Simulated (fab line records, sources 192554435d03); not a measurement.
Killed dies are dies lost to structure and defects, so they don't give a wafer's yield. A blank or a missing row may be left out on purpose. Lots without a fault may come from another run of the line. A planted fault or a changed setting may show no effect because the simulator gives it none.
fab line records | flow n5_finfet
record lots=24 wafers=72 last_day=18
route steps=1938 shown MOL_CONTACT_COAG@610 BEOL_M0_SAQP@662
lots that met no fault: from a run of the same line without faults
start_h: hours from the record's first day to the start of the lot's first wafer shown | wait_h: hours since the lot's step before | " the same as in the row above | L1.1+2: a row that stands for several wafers | - no value, or no start given | * or withheld: withheld | < > ~ a bound
route shown NAME@n: a module of which the file shows steps, and the number in the route of the first | usual: mean/standard deviation of fault-free wafers | same: alike in all rows | chamber/n: place in a boat | sites: the reading at each site | _std_site: their standard deviation | _edge_site: outer sites' mean less inner sites' | radius_mm: how far each site lies from the wafer's centre | mask NAME#n: copy n | behind: the tool/chamber that last shaped the wafer | hold: why the lot was held/for how many hours/how that ended | device: the transistor (n, p or np) that didn't switch | end of line: the same wafers' tests at the end of the route | a step without rows: its recipe alone | killed: dies lost to structure and defects at the first sort, not the wafer's yield | map: a wafer's dies, x killed, . not, _ none there
set.NAME: the setting as run; set.NAME@STEP: as run at that earlier step | model.NAME: the simulator's own value behind a step, which no gauge read
steps of the route over a sample of lots; a table a step, a row a wafer
services: from which hour (start_h, from the record's first day; less than 0 if before it) a tool's chamber was out of use, for how many hours, and why
## steps
# step N5_MOL_CONTACT_COAG_ETCH_67
# recipe chemistry=N2/H2 target=SOC target_depth_a=600 overetch_a=210 mask_material=SiARC temp_c=40 time_s=101.2 ion_energy_ev=200 pressure_mtorr=30 source_w=840 bias_w=150 n2_flow_sccm=200 h2_flow_sccm=200
# usual drypump_motor_current_A=5.9/0.42 oes_product_au=0.62/0.059 rf_vpp_V=523.7/2.4 showerhead_plenum_p_Torr=2.53/0.085 throttle_valve_pct=17.83/0.2
# columns lot.wafer tool chamber start_h wait_h drypump_motor_current_A oes_product_au rf_hours_counter_h rf_vpp_V showerhead_plenum_p_Torr throttle_valve_pct
L074.2 rie_diel-03 1 103.83 0.0 6.3 0.67 95 523.6 2.55 17.68
L074.3 " 0 " " 6.3 0.58 214 522.4 2.52 17.91
L074.6 " 0 " " 6.3 0.58 - 523.6 2.51 17.91
L075.1 rie_diel-03 2 105.87 0.0 5.5 0.58 216 524.3 2.50 17.80
L075.3 " 0 " " 6.3 0.58 214 523.6 2.51 17.92
L075.5 " 1 " " 6.4 0.67 - 525.8 2.55 17.67
L076.2 rie_diel-05 3 112.59 0.0 6.5 0.61 179 526.1 2.65 18.18
L076.3 " 0 " " 5.8 0.61 197 526.4 2.62 17.68
L076.5 " 3 " " 6.5 0.60 - 527.5 2.65 18.20
L077.3 rie_diel-05 0 116.44 0.0 5.8 0.60 199 527.1 2.62 17.69
L077.5 " 0 " " 5.8 0.60 - 526.5 2.62 17.70
L077.6 " 1 " " 5.1 0.59 - 525.8 2.62 17.98
L078.2 rie_diel-02 3 126.69 0.0 6.0 0.74 28 521.4 2.47 17.72
L078.4 " 3 " " 5.9 0.74 - 524.6 2.47 17.72
L078.6 " 1 " " 5.4 0.62 - 528.1 2.66 17.78
L079.2 rie_diel-03 1 131.39 0.0 6.3 0.66 102 524.5 2.55 17.69
L079.3 " 2 " " 5.4 0.57 224 522.4 2.50 17.81
L079.6 " 0 " " 6.3 0.58 - 523.6 2.51 17.93
L080.1 rie_diel-02 3 136.88 0.0 5.9 0.72 34 522.3 2.47 17.72
L080.3 " 1 " " 5.4 0.62 169 525.4 2.66 17.77
L080.5 " 0 " " 6.4 0.64 - 518.5 2.35 17.88
L081.1 rie_diel-02 0 144.07 0.0 6.3 0.64 135 519.0 2.34 17.89
L081.3 " 1 " " 5.4 0.63 171 526.3 2.66 17.80
L081.6 " 1 " " 5.4 0.62 - 526.3 2.66 17.81
L082.2 rie_diel-03 2 148.19 0.0 5.5 0.57 230 523.2 2.49 17.83
L082.3 " 1 " " 6.3 0.66 109 526.4 2.55 17.70
L082.5 " 3 " " 6.0 0.61 - 522.2 2.55 17.65
L083.3 rie_diel-02 3 155.29 0.0 6.0 0.72 38 521.5 2.47 17.73
L083.4 " 1 " " 5.4 0.62 174 526.3 2.66 17.80
L083.5 " 3 " " 5.9 0.72 - 522.1 2.47 17.74
L084.1 rie_diel-05 2 166.25 0.0 5.5 0.77 14 522.6 2.49 17.38
L084.2 " 1 " " 5.2 0.59 217 524.6 2.62 18.01
L084.4 " 0 " " 5.8 0.59 217 527.1 2.61 17.71
L085.2 rie_diel-02 3 170.43 0.0 6.0 0.71 44 522.6 2.47 17.75
L085.3 " 0 " " 6.4 0.63 143 517.1 2.34 17.91
L085.5 " 0 " " 6.3 0.63 - 518.5 2.34 17.91
L086.1 rie_diel-03 1 179.58 0.0 6.4 0.65 120 523.3 2.54 17.70
L086.4 " 0 " " 6.3 0.57 238 524.6 2.51 17.96
L086.6 " 2 " " 5.5 0.56 - 523.5 2.49 17.84
L087.1 rie_diel-02 2 186.16 0.0 5.8 0.59 249 520.6 2.49 18.08
L087.4 " 3 " " 6.0 0.71 49 521.2 2.46 17.75
L087.5 " 0 " " 6.3 0.63 - 517.6 2.34 17.92
L088.2 rie_diel-03 3 190.70 0.0 5.9 0.59 199 524.0 2.54 17.67
L088.5 " 1 " " 6.3 0.64 - 524.6 2.54 17.74
L088.6 " 0 " " 6.2 0.57 - 522.5 2.50 17.96
L089.4 rie_diel-03 3 199.17 0.0 5.9 0.60 202 523.2 2.54 17.69
L089.5 " 1 " " 6.3 0.64 - 523.1 2.54 17.72
L089.6 " 0 " " 6.3 0.57 - 521.8 2.50 17.97
L090.1 rie_diel-05 1 201.09 0.0 5.1 0.59 224 526.7 2.61 18.01
L090.2 " 2 " " 5.5 0.76 25 522.9 2.48 17.43
L090.6 " 2 " " 5.5 0.75 - 522.2 2.48 17.41
L091.1 rie_diel-05 2 206.19 0.0 5.5 0.75 27 521.8 2.48 17.40
L091.3 " 1 " " 5.2 0.58 226 526.2 2.61 18.02
L091.5 " 0 " " 5.7 0.58 - 527.1 2.61 17.73
L092.1 rie_diel-03 0 217.84 0.0 6.3 0.56 252 521.8 2.50 17.98
L092.2 " 3 " " 5.9 0.59 209 521.5 2.53 17.70
L092.6 " 3 " " 5.9 0.59 - 522.9 2.53 17.70
L093.1 rie_diel-02 2 218.01 0.0 5.8 0.79 4 523.2 2.48 17.62
L093.4 " 3 " " 5.9 0.69 62 520.9 2.46 17.78
L093.5 " 0 " " 6.4 0.61 - 518.6 2.33 17.93
L094.1 rie_diel-03 1 227.01 0.0 6.4 0.64 136 524.5 2.54 17.74
L094.5 " 2 " " 5.5 0.83 - 523.7 2.48 17.39
L094.6 " 3 " " 5.9 0.58 - 522.8 2.53 17.70
L095.1 rie_diel-02 0 238.25 0.0 6.3 0.62 169 518.7 2.33 17.94
L095.2 " 2 " " 5.8 0.77 12 522.0 2.48 17.64
L095.4 " 3 " " 6.0 0.69 69 522.6 2.45 17.79
L096.2 rie_diel-05 1 240.15 0.0 5.2 0.58 238 525.1 2.61 18.04
L096.3 " 3 " " 6.5 0.58 225 526.1 2.63 18.25
L096.5 " 3 " " 6.5 0.58 - 526.2 2.63 18.27
L097.1 rie_diel-05 3 247.97 0.0 6.5 0.58 228 526.5 2.63 18.28
L097.3 " 2 " " 5.5 0.73 41 522.0 2.48 17.43
L097.5 " 0 " " 5.7 0.58 - 524.7 2.60 17.76
# step N5_MOL_CONTACT_COAG_CVD_140
# recipe material=W target_thk_a=665 mode=selective_fill temp_c=300 time_s=215
# usual heater_power_outer_w=285/37 heater_power_w=527/69
# columns lot.wafer tool chamber start_h wait_h heater_power_outer_w heater_power_w
L074.2 cvd_w-02 1 104.44 0.1 355 656
L074.3 " 0 " " 242 472
L074.6 " 1 " " 364 665
L075.1 cvd_w-01 0 106.52 0.1 274 524
L075.3 " 1 " " 271 485
L075.5 " 0 " " 280 523
L076.2 cvd_w-01 1 113.19 0.1 279 467
L076.3 " 1 " " 281 480
L076.5 " 0 " " 277 532
L077.3 cvd_w-01 1 117.12 0.1 267 481
L077.5 " 0 " " 277 508
L077.6 " 1 " " 280 484
L078.2 cvd_w-01 1 127.29 0.1 268 484
L078.4 " 0 " " 284 535
L078.6 " 1 " " 274 473
L079.2 cvd_w-01 0 132.16 0.2 273 523
L079.3 " 0 " " 278 524
L079.6 " 0 " " 281 536
L080.1 cvd_w-01 0 137.49 0.1 279 515
L080.3 " 0 " " 274 524
L080.5 " 0 " " 274 537
L081.1 cvd_w-01 0 144.67 0.1 281 524
L081.3 " 0 " " 284 524
L081.6 " 1 " " 266 478
L082.2 cvd_w-01 0 148.79 0.1 271 527
L082.3 " 1 " " 274 483
L082.5 " 0 " " 276 529
L083.3 cvd_w-02 0 155.98 0.1 244 485
L083.4 " 1 " " 354 658
L083.5 " 0 " " 242 471
L084.1 cvd_w-02 1 166.86 0.1 347 660
L084.2 " 0 " " 242 466
L084.4 " 0 " " 243 470
L085.2 cvd_w-01 1 171.03 0.1 274 482
L085.3 " 0 " " 271 508
L085.5 " 0 " " 279 533
L086.1 cvd_w-02 1 180.19 0.1 351 660
L086.4 " 1 " " 372 652
L086.6 " 1 " " 360 653
L087.1 cvd_w-02 0 186.77 0.1 242 479
L087.4 " 1 " " 361 654
L087.5 " 0 " " 249 455
L088.2 cvd_w-01 0 191.48 0.2 287 522
L088.5 " 0 " " 277 513
L088.6 " 0 " " 277 526
L089.4 cvd_w-02 1 199.85 0.1 362 667
L089.5 " 1 " " 361 666
L089.6 " 0 " " 240 469
L090.1 cvd_w-01 0 201.69 0.1 276 519
L090.2 " 1 " " 273 481
L090.6 " 0 " " 281 534
L091.1 cvd_w-01 0 206.80 0.1 277 524
L091.3 " 0 " " 289 525
L091.5 " 1 " " 272 477
L092.1 cvd_w-02 1 218.60 0.1 347 671
L092.2 " 0 " " 251 470
L092.6 " 1 " " 350 667
L093.1 cvd_w-01 1 218.61 0.1 279 476
L093.4 " 1 " " 269 478
L093.5 " 0 " " 278 536
L094.1 cvd_w-02 0 227.61 0.1 243 471
L094.5 " 1 " " 360 647
L094.6 " 0 " " 250 475
L095.1 cvd_w-01 0 238.93 0.1 280 524
L095.2 " 1 " " 269 486
L095.4 " 0 " " 280 529
L096.2 cvd_w-02 1 240.76 0.1 365 651
L096.3 " 1 " " 346 661
L096.5 " 0 " " 250 473
L097.1 cvd_w-01 1 248.97 0.1 274 482
L097.3 " 1 " " 273 473
L097.5 " 1 " " 271 489
# step N5_BEOL_M0_SAQP_RECESS_114
# recipe chemistry=HF/NH3 target=SiO2 target_depth_a=144 afs_cycles=3 temp_c=30 sublimation_temp_c=180 sublimation_time_s=60
# usual drypump_motor_current_A=5.84/0.23
# columns lot.wafer tool chamber start_h wait_h drypump_motor_current_A
L074.2 vapor_etch-01 1 111.07 0.0 5.53
L074.3 " 0 " " 5.72
L074.6 " 1 " " 5.52
L075.1 vapor_etch-02 0 114.27 0.0 6.02
L075.3 " 0 " " 6.02
L075.5 " 1 " " 6.07
L076.2 vapor_etch-02 1 121.92 0.0 6.09
L076.3 " 0 " " 6.01
L076.5 " 1 " " 6.09
L077.3 vapor_etch-01 0 122.99 0.1 5.70
L077.5 " 0 " " 5.69
L077.6 " 1 " " 5.53
L078.2 vapor_etch-02 1 133.16 0.0 6.11
L078.4 " 0 " " 5.98
L078.6 " 1 " " 6.14
L079.2 vapor_etch-01 0 139.56 0.0 5.70
L079.3 " 1 " " 5.53
L079.6 " 1 " " 5.55
L080.1 vapor_etch-01 1 143.74 0.0 5.54
L080.3 " 0 " " 5.71
L080.5 " 0 " " 5.71
L081.1 vapor_etch-01 1 152.88 0.0 5.54
L081.3 " 1 " " 5.54
L081.6 " 1 " " 5.54
L082.2 vapor_etch-01 0 155.64 0.0 5.71
L082.3 " 0 " " 5.69
L082.5 " 0 " " 5.71
L083.3 vapor_etch-01 1 162.92 0.1 5.57
L083.4 " 0 " " 5.70
L083.5 " 1 " " 5.54
L084.1 vapor_etch-02 0 172.91 0.0 6.02
L084.2 " 1 " " 6.11
L084.4 " 0 " " 6.03
L085.2 vapor_etch-01 1 178.06 0.0 5.55
L085.3 " 0 " " 5.69
L085.5 " 0 " " 5.69
L086.1 vapor_etch-02 0 187.67 0.0 6.01
L086.4 " 0 " " 6.02
L086.6 " 0 " " 6.02
L087.1 vapor_etch-01 0 194.24 0.0 5.69
L087.4 " 0 " " 5.70
L087.5 " 1 " " 5.56
L088.2 vapor_etch-01 1 197.85 0.0 5.54
L088.5 " 0 " " 5.70
L088.6 " 1 " " 5.54
L089.4 vapor_etch-01 1 205.82 0.1 5.55
L089.5 " 1 " " 5.55
L089.6 " 0 " " 5.69
L090.1 vapor_etch-02 1 209.48 0.0 6.11
L090.2 " 0 " " 6.04
L090.6 " 1 " " 6.10
L091.1 vapor_etch-02 0 212.60 0.0 6.01
L091.3 " 1 " " 6.13
L091.5 " 0 " " 6.00
L092.1 vapor_etch-02 1 225.64 0.0 6.09
L092.2 " 0 " " 6.03
L092.6 " 0 " " 6.00
L093.1 vapor_etch-01 1 227.16 0.0 5.55
L093.4 " 0 " " 5.71
L093.5 " 1 " " 5.54
L094.1 vapor_etch-02 1 233.48 0.0 6.09
L094.5 " 0 " " 6.03
L094.6 " 1 " " 6.11
L095.1 vapor_etch-02 0 245.38 0.0 5.98
L095.2 " 1 " " 6.12
L095.4 " 1 " " 6.11
L096.2 vapor_etch-02 1 249.01 0.0 6.11
L096.3 " 1 " " 6.09
L096.5 " 0 " " 6.00
L097.1 vapor_etch-02 1 254.79 0.0 6.08
L097.3 " 0 " " 6.02
L097.5 " 1 " " 6.12
# step N5_BEOL_M0_SAQP_SPACER1_ETCHBACK_99
# recipe chemistry=CHF3/O2 mode=anisotropic_etchback target=SiO2 target_depth_a=154 time_s=7.7 pressure_mtorr=30 source_w=650 bias_w=170 Ar_flow_sccm=200 CHF3_flow_sccm=50 O2_flow_sccm=5 ion_energy_ev=200
# usual drypump_motor_current_A=5.7/0.44 oes_product_au=0.75/0.062 rf_vpp_V=525/7.6 showerhead_plenum_p_Torr=2.41/0.095 throttle_valve_pct=18.97/0.19
# columns lot.wafer tool chamber start_h wait_h drypump_motor_current_A oes_product_au rf_hours_counter_h rf_vpp_V showerhead_plenum_p_Torr throttle_valve_pct
L074.2 rie_diel-01 2 111.93 0.3 5.1 0.76 128 523 2.54 19.03
L074.3 " 1 " " 6.3 0.77 148 528 2.40 18.97
L074.6 " 1 " " 6.4 0.76 - 528 2.40 18.97
L075.1 rie_diel-06 2 115.41 0.3 4.8 0.68 245 516 2.28 19.08
L075.3 " 3 " " 6.2 0.74 207 522 2.38 18.98
L075.5 " 1 " " 5.5 0.80 - 530 2.23 18.66
L076.2 rie_diel-06 3 122.78 0.3 6.1 0.74 209 522 2.38 19.00
L076.3 " 1 " " 5.5 0.80 105 529 2.23 18.67
L076.5 " 0 " " 5.6 0.75 - 521 2.49 19.03
L077.3 rie_diel-04 2 123.73 0.3 5.9 0.87 38 511 2.44 18.66
L077.5 " 3 " " 6.0 0.70 - 522 2.48 18.90
L077.6 " 2 " " 5.9 0.87 - 512 2.44 18.68
L078.2 rie_diel-06 3 134.11 0.3 6.2 0.73 212 520 2.38 19.01
L078.4 " 1 " " 5.5 0.80 - 530 2.23 18.67
L078.6 " 3 " " 6.2 0.73 - 520 2.38 19.01
L079.2 rie_diel-04 3 140.42 0.3 6.1 0.71 212 522 2.48 18.94
L079.3 " 1 " " 5.5 0.72 207 535 2.47 19.27
L079.6 " 2 " " 5.9 0.87 - 510 2.44 18.67
L080.1 rie_diel-06 3 144.60 0.3 6.2 0.74 217 520 2.38 19.01
L080.3 " 0 " " 5.6 0.74 178 520 2.49 19.06
L080.5 " 0 " " 5.6 0.74 - 519 2.49 19.07
L081.1 rie_diel-06 2 153.99 0.5 4.8 0.96 3 525 2.56 18.71
L081.3 " 3 " " 6.2 0.72 222 520 2.38 19.01
L081.6 " 0 " " 5.6 0.73 - 521 2.48 19.06
L082.2 rie_diel-04 1 156.98 0.7 5.4 0.71 215 534 2.47 19.27
L082.3 " 3 " " 6.0 0.69 219 522 2.48 18.93
L082.5 " 2 " " 5.9 0.86 - 510 2.44 18.67
L083.3 rie_diel-04 1 163.97 0.6 5.4 0.71 217 532 2.47 19.28
L083.4 " 0 " " 5.3 0.76 164 537 2.51 19.00
L083.5 " 1 " " 5.4 0.71 - 534 2.47 19.27
L084.1 rie_diel-06 2 173.92 0.4 4.8 0.94 13 523 2.56 18.71
L084.2 " 0 " " 5.6 0.74 192 519 2.48 19.07
L084.4 " 3 " " 6.2 0.72 231 520 2.37 19.03
L085.2 rie_diel-04 0 179.15 0.5 5.3 0.75 171 538 2.51 19.02
L085.3 " 1 " " 5.4 0.70 224 533 2.47 19.26
L085.5 " 2 " " 5.9 0.82 - 510 2.44 18.67
L086.1 rie_diel-01 0 188.62 0.3 6.2 0.71 194 522 2.30 19.24
L086.4 " 3 " " 5.9 0.69 230 538 2.39 18.92
L086.6 " 1 " " 6.4 0.77 - 529 2.39 18.98
L087.1 rie_diel-06 0 195.34 0.5 5.6 0.73 197 520 2.48 19.07
L087.4 " 1 " " 5.5 0.77 132 530 2.22 18.70
L087.5 " 3 " " 6.1 0.72 - 519 2.37 19.04
L088.2 rie_diel-01 1 199.55 0.5 6.4 0.76 165 527 2.39 18.99
L088.5 " 3 " " 5.9 0.68 - 537 2.39 18.90
L088.6 " 0 " " 6.2 0.69 - 522 2.30 19.25
L089.4 rie_diel-06 0 206.56 0.3 5.6 0.72 200 521 2.48 19.08
L089.5 " 1 " " 5.5 0.77 - 529 2.22 18.72
L089.6 " 2 " " 4.8 0.92 - 524 2.55 18.75
L090.1 rie_diel-01 1 210.86 0.8 6.4 0.76 169 527 2.39 19.01
L090.2 " 2 " " 5.1 0.75 148 522 2.53 19.07
L090.6 " 1 " " 6.4 0.76 - 527 2.39 19.02
L091.1 rie_diel-01 3 213.82 0.3 5.9 0.68 237 534 2.39 18.93
L091.3 " 1 " " 6.4 0.76 170 527 2.39 19.01
L091.5 " 2 " " 5.1 0.76 - 522 2.53 19.08
L092.1 rie_diel-04 0 226.50 0.3 5.3 0.74 185 539 2.50 19.04
L092.2 " 1 " " 5.4 0.70 237 535 2.46 19.32
L092.6 " 2 " " 5.9 0.83 - 511 2.43 18.71
L093.1 rie_diel-01 3 228.02 0.3 5.9 0.68 241 536 2.39 18.92
L093.4 " 1 " " 6.4 0.75 174 527 2.39 19.02
L093.5 " 3 " " 6.0 0.68 - 537 2.39 18.93
L094.1 rie_diel-06 2 235.31 0.3 4.8 0.90 29 524 2.55 18.75
L094.5 " 0 " " 5.6 0.71 - 519 2.47 19.09
L094.6 " 1 " " 5.5 0.76 - 529 2.22 18.72
L095.1 rie_diel-04 1 246.24 0.3 5.4 0.70 243 532 2.46 19.33
L095.2 " 2 " " 5.9 0.81 75 510 2.43 18.72
L095.4 " 0 " " 5.3 0.74 192 537 2.50 19.04
L096.2 rie_diel-06 2 249.87 0.3 4.8 0.88 34 524 2.55 18.76
L096.3 " 1 " " 5.6 0.75 148 527 2.22 18.74
L096.5 " 1 " " 5.6 0.76 - 530 2.22 18.74
L097.1 rie_diel-01 1 255.65 0.3 6.4 0.74 184 527 2.38 19.02
L097.3 " 3 " " 5.9 0.68 250 536 2.38 18.95
L097.5 " 3 " " 5.9 0.68 - 536 2.38 18.94
# step N5_BEOL_M0_SAQP_ETCH_101
# recipe chemistry=CH3F/O2 target=SiNx mask_material=SiO2 target_depth_a=299 time_s=42.7 pressure_mtorr=30 source_w=395 bias_w=73 Ar_flow_sccm=150 CH3F_flow_sccm=30 O2_flow_sccm=20 ion_energy_ev=120
# usual drypump_motor_current_A=5.7/0.45 oes_product_au=0.75/0.06 rf_vpp_V=298/4.5 showerhead_plenum_p_Torr=2.01/0.078 throttle_valve_pct=16.46/0.18
# columns lot.wafer tool chamber start_h wait_h drypump_motor_current_A oes_product_au rf_hours_counter_h rf_vpp_V showerhead_plenum_p_Torr throttle_valve_pct
L074.2 rie_diel-01 3 112.17 0.0 5.9 0.70 218 305 1.99 16.35
L074.3 " 1 " " 6.4 0.77 148 298 1.99 16.46
L074.6 " 1 " " 6.4 0.76 - 301 1.99 16.47
L075.1 rie_diel-01 3 115.86 0.3 5.9 0.70 220 305 1.99 16.36
L075.3 " 2 " " 5.1 0.77 130 297 2.11 16.50
L075.5 " 2 " " 5.1 0.77 - 296 2.11 16.50
L076.2 rie_diel-06 1 123.09 0.1 5.5 0.80 105 300 1.85 16.14
L076.3 " 0 " " 5.6 0.75 170 297 2.07 16.54
L076.5 " 0 " " 5.6 0.75 - 295 2.07 16.53
L077.3 rie_diel-04 3 123.97 0.0 6.0 0.71 208 295 2.06 16.42
L077.5 " 1 " " 5.4 0.72 - 303 2.06 16.72
L077.6 " 0 " " 5.3 0.77 - 305 2.09 16.45
L078.2 rie_diel-01 2 134.35 0.0 5.1 0.77 134 296 2.11 16.51
L078.4 " 1 " " 6.4 0.76 154 299 1.99 16.48
L078.6 " 1 " " 6.4 0.76 - 299 1.99 16.47
L079.2 rie_diel-04 2 140.66 0.0 5.9 0.87 41 290 2.03 16.15
L079.3 " 1 " " 5.4 0.73 207 301 2.06 16.73
L079.6 " 2 " " 5.9 0.86 - 290 2.03 16.13
L080.1 rie_diel-06 3 145.18 0.4 6.2 0.72 217 295 1.97 16.50
L080.3 " 0 " " 5.6 0.74 178 295 2.07 16.54
L080.5 " 3 " " 6.1 0.73 - 296 1.97 16.50
L081.1 rie_diel-04 3 154.49 0.3 6.0 0.70 218 297 2.06 16.42
L081.3 " 0 " " 5.3 0.76 160 306 2.09 16.48
L081.6 " 0 " " 5.3 0.76 - 306 2.09 16.48
L082.2 rie_diel-06 1 157.37 0.2 5.5 0.79 120 299 1.84 16.17
L082.3 " 0 " " 5.6 0.74 185 296 2.07 16.55
L082.5 " 1 " " 5.6 0.79 - 301 1.84 16.17
L083.3 rie_diel-06 2 164.79 0.6 4.8 0.95 8 298 2.13 16.14
L083.4 " 3 " " 6.1 0.72 227 297 1.97 16.52
L083.5 " 3 " " 6.1 0.72 - 297 1.97 16.53
L084.1 rie_diel-04 3 174.15 0.0 6.0 0.69 227 295 2.06 16.44
L084.2 " 2 " " 5.8 0.84 56 291 2.03 16.17
L084.4 " 1 " " 5.4 0.70 223 303 2.05 16.77
L085.2 rie_diel-06 1 179.38 0.0 5.6 0.78 128 301 1.84 16.17
L085.3 " 3 " " 6.2 0.72 232 295 1.97 16.54
L085.5 " 3 " " 6.2 0.72 - 295 1.97 16.53
L086.1 rie_diel-01 2 188.85 0.0 5.1 0.76 141 296 2.11 16.53
L086.4 " 3 " " 6.0 0.69 230 305 1.98 16.39
L086.6 " 0 " " 6.2 0.70 - 295 1.90 16.67
L087.1 rie_diel-06 3 195.57 0.0 6.1 0.72 236 294 1.97 16.55
L087.4 " 1 " " 5.5 0.77 132 300 1.84 16.18
L087.5 " 0 " " 5.6 0.72 - 295 2.06 16.59
L088.2 rie_diel-04 3 199.79 0.0 6.0 0.69 233 296 2.05 16.44
L088.5 " 3 " " 6.0 0.69 - 298 2.05 16.44
L088.6 " 0 " " 5.3 0.75 - 306 2.08 16.49
L089.4 rie_diel-04 1 206.79 0.0 5.4 0.70 232 303 2.05 16.77
L089.5 " 0 " " 5.3 0.75 - 305 2.08 16.49
L089.6 " 1 " " 5.5 0.71 - 302 2.05 16.78
L090.1 rie_diel-01 1 211.09 0.0 6.4 0.76 169 299 1.99 16.51
L090.2 " 2 " " 5.1 0.76 148 297 2.10 16.54
L090.6 " 1 " " 6.4 0.76 - 298 1.99 16.53
L091.1 rie_diel-04 3 214.12 0.1 6.0 0.70 238 296 2.05 16.47
L091.3 " 1 " " 5.4 0.71 234 302 2.05 16.78
L091.5 " 2 " " 5.8 0.83 - 289 2.02 16.21
L092.1 rie_diel-01 3 226.91 0.2 5.9 0.68 241 305 1.98 16.40
L092.2 " 0 " " 6.2 0.69 205 297 1.90 16.70
L092.6 " 0 " " 6.2 0.69 - 297 1.90 16.70
L093.1 rie_diel-01 1 228.27 0.0 6.4 0.75 174 300 1.98 16.51
L093.4 " 2 " " 5.1 0.75 153 297 2.10 16.54
L093.5 " 0 " " 6.2 0.70 - 295 1.90 16.71
L094.1 rie_diel-01 0 235.55 0.0 6.2 0.69 208 295 1.90 16.70
L094.5 " 1 " " 6.4 0.74 - 299 1.98 16.52
L094.6 " 0 " " 6.2 0.70 - 295 1.90 16.69
L095.1 rie_diel-01 0 246.47 0.0 6.2 0.69 211 296 1.89 16.73
L095.2 " 3 " " 5.9 0.68 247 304 1.98 16.40
L095.4 " 1 " " 6.4 0.75 - 299 1.98 16.53
L096.2 rie_diel-06 2 250.10 0.0 4.8 0.89 34 299 2.12 16.16
L096.3 " 0 " " 5.6 0.70 213 296 2.06 16.62
L096.5 " 0 " " 5.6 0.71 - 296 2.06 16.61
L097.1 rie_diel-04 1 255.89 0.0 5.4 0.70 246 303 2.04 16.81
L097.3 " 0 " " 5.3 0.73 195 305 2.08 16.54
L097.5 " 0 " " 5.3 0.74 - 306 2.08 16.55
# step N5_BEOL_M0_SAQP_OVL_MEAS_41
# recipe points_per_wafer=522
# usual M0_CUT1_OVL=-0.2/0.77
# columns lot.wafer tool chamber start_h wait_h M0_CUT1_OVL[nm]
L074.2 overlay-02 0 115.06 0.0 2.3
L074.3 " 0 " " 1.6
L074.6 " 0 " " 1.3
L075.1 overlay-01 0 118.45 0.0 0.2
L075.3 " 0 " " -0.3
L075.5 " 0 " " 0.0
L076.2 overlay-01 0 126.82 0.0 0.1
L076.3 " 0 " " 0.6
L076.5 " 0 " " 0.9
L077.3 overlay-02 0 127.30 0.0 0.4
L077.5 " 0 " " -0.9
L077.6 " 0 " " 0.8
L078.2 overlay-02 0 136.65 0.0 -1.2
L078.4 " 0 " " -1.0
L078.6 " 0 " " -0.7
L079.2 overlay-01 0 142.73 0.0 0.0
L079.3 " 0 " " -1.6
L079.6 " 0 " " -0.4
L080.1 overlay-02 0 147.62 0.0 -0.1
L080.3 " 0 " " 0.6
L080.5 " 0 " " 0.4
L081.1 overlay-02 0 156.68 0.0 0.7
L081.3 " 0 " " 0.8
L081.6 " 0 " " -0.1
L082.2 overlay-02 0 159.91 0.0 -0.2
L082.3 " 0 " " 0.8
L082.5 " 0 " " 0.0
L083.3 overlay-01 0 167.62 0.0 0.3
L083.4 " 0 " " 1.0
L083.5 " 0 " " 0.0
L084.1 overlay-01 0 176.60 0.0 -1.5
L084.2 " 0 " " -0.3
L084.4 " 0 " " -0.3
L085.2 overlay-01 0 183.54 0.0 0.4
L085.3 " 0 " " -0.6
L085.5 " 0 " " 0.0
L086.1 overlay-02 0 191.16 0.0 -1.6
L086.4 " 0 " " -0.9
L086.6 " 0 " " -0.2
L087.1 overlay-01 0 197.76 0.0 -1.4
L087.4 " 0 " " -0.1
L087.5 " 0 " " 0.3
L088.2 overlay-01 0 201.96 0.0 0.3
L088.5 " 0 " " 1.1
L088.6 " 0 " " 1.3
L089.4 overlay-01 0 209.14 0.0 -1.2
L089.5 " 0 " " -1.3
L089.6 " 0 " " -0.4
L090.1 overlay-01 0 213.83 0.0 -1.2
L090.2 " 0 " " -0.4
L090.6 " 0 " " 0.2
L091.1 overlay-01 0 216.64 0.0 -0.5
L091.3 " 0 " " -0.3
L091.5 " 0 " " -0.9
L092.1 overlay-01 0 229.37 0.0 -0.2
L092.2 " 0 " " 0.2
L092.6 " 0 " " -0.3
L093.1 overlay-02 0 230.46 0.0 -0.1
L093.4 " 0 " " -0.2
L093.5 " 0 " " -0.6
L094.1 overlay-01 0 237.72 0.0 -1.6
L094.5 " 0 " " -0.7
L094.6 " 0 " " -1.0
L095.1 overlay-01 0 248.99 0.0 0.1
L095.2 " 0 " " 0.5
L095.4 " 0 " " -0.1
L096.2 overlay-01 0 252.39 0.0 -0.5
L096.3 " 0 " " 0.2
L096.5 " 0 " " 0.7
L097.1 overlay-02 0 257.94 0.0 -1.2
L097.3 " 0 " " -1.3
L097.5 " 0 " " -1.1
## services
# columns tool chamber start_h hours kind
vapor_etch-01 1 87.46 3.2 repair
cvd_w-01 - 93.56 2.9 repair
rie_diel-01 0 107.52 8.7 repair
cvd_w-02 0 123.21 2.2 repair
cvd_w-01 1 127.57 5.6 repair
rie_diel-06 2 130.38 - clean
rie_diel-06 2 130.38 - consumable_replace:focus_ring
rie_diel-06 2 130.38 - consumable_replace:showerhead
rie_diel-05 1 141.45 1.7 repair
rie_diel-01 - 142.97 28.1 pm
rie_diel-06 - 151.78 0.2 repair
vapor_etch-02 - 152.97 2.8 pm
cvd_w-01 0 155.75 9.0 repair
vapor_etch-02 - 160.03 0.9 repair
vapor_etch-01 0 183.39 5.4 repair
cvd_w-01 1 185.92 11.4 repair
rie_diel-03 1 217.32 3.5 repair
cvd_w-01 - 227.37 6.0 pm
vapor_etch-01 1 235.55 2.4 repair
cvd_w-01 - 236.07 1.1 repair
rie_diel-01 2 244.51 16.5 repair
cvd_w-01 0 250.55 4.1 repair
cvd_w-02 - 253.68 0.3 repair
rie_diel-05 3 253.97 1.8 repair
## key
fault none
